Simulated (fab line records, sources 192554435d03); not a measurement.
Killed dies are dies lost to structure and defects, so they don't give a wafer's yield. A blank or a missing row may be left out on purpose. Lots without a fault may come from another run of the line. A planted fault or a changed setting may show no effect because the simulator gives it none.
Which tool did it? | flow n5_finfet | 24 lots, 72 wafers sampled, at 1 step of a route of 1938

WHAT THE GAUGES READ, wafer by wafer
N5_BEOL_M2_OVL_MEAS_29.
lot  | measured     | on         | V1_OVL (nm)
L074 | day 6 09:55  | overlay-01 | 1.1 -0.3 1.2
L075 | day 6 23:47  | overlay-01 | 0.0 -0.5 -0.1
L076 | day 7 04:50  | overlay-02 | 0.9 -0.1 0.8
L077 | day 7 05:25  | overlay-02 | -1.2 -0.9 -1.2
L078 | day 7 09:45  | overlay-01 | 0.0 -0.4 0.5
L079 | day 7 11:34  | overlay-02 | -0.3 -1.1 0.8
L080 | day 8 01:16  | overlay-02 | -0.4 0.7 -0.5
L081 | day 8 13:58  | overlay-02 | 0.7 -0.2 0.5
L082 | day 8 15:25  | overlay-01 | 0.0 0.7 0.1
L083 | day 8 15:56  | overlay-01 | 0.2 0.6 0.8
L084 | day 9 21:34  | overlay-01 | 0.4 -0.7 1.4
L085 | day 9 23:37  | overlay-01 | 0.9 -0.8 1.1
L086 | day 10 00:50 | overlay-02 | 0.8 -0.1 0.5
L087 | day 10 02:33 | overlay-01 | 1.2 1.3 -0.5
L088 | day 10 06:14 | overlay-01 | 1.2 1.3 2.0
L089 | day 10 15:11 | overlay-01 | 1.2 1.0 0.8
L091 | day 10 21:02 | overlay-02 | -0.6 -0.1 -1.0
L090 | day 10 22:22 | overlay-01 | 2.3 0.7 1.1
L092 | day 11 04:50 | overlay-02 | 1.2 1.2 -0.2
L093 | day 11 07:01 | overlay-02 | 0.8 1.7 0.7
L094 | day 11 12:58 | overlay-01 | 0.1 -0.5 0.1
L095 | day 11 23:46 | overlay-02 | 0.0 -0.8 0.3
L096 | day 12 03:18 | overlay-01 | -0.6 -0.7 -1.3
L097 | day 12 13:23 | overlay-02 | 0.6 0.7 0.8

WHICH TOOL RAN EACH LOT (tool, then ch and the chambers of the sampled wafers, then the start)
The record holds no process step before these readings.

WHAT THE TOOLS THEMSELVES READ (means of the sampled wafers that have a number; where no wafer has one, the mark that the record gives instead)
The record holds no such reading with a usual standard deviation.

THE ANSWER, worked out from the rows above alone
Rule: what is usual is taken from the lots themselves. Put in order of their means at a reading, lots are off if they are a third of the lots or fewer, leave a main group of 4 or more, and stand apart from it by a gap of 3 or more times the standard deviation of the main group's means; of several such gaps the widest counts. A main group whose means are all the same, to the digits that the tables above print for the reading, isn't used. A lot without any number at a reading at which 4 lots or more have one is off too. The other lots that the step has rows for count as sound. The gauges are gone through in route order, then the tools' own readings, and for those a lot's mean is taken as printed above. The first step at which some lot is off is used, and at that step the reading that is off furthest; a lot without a number counts as furthest.
No lot is off at any reading shown: from this, nothing can be told.

WHAT THE SIMULATOR HAD PUT IN
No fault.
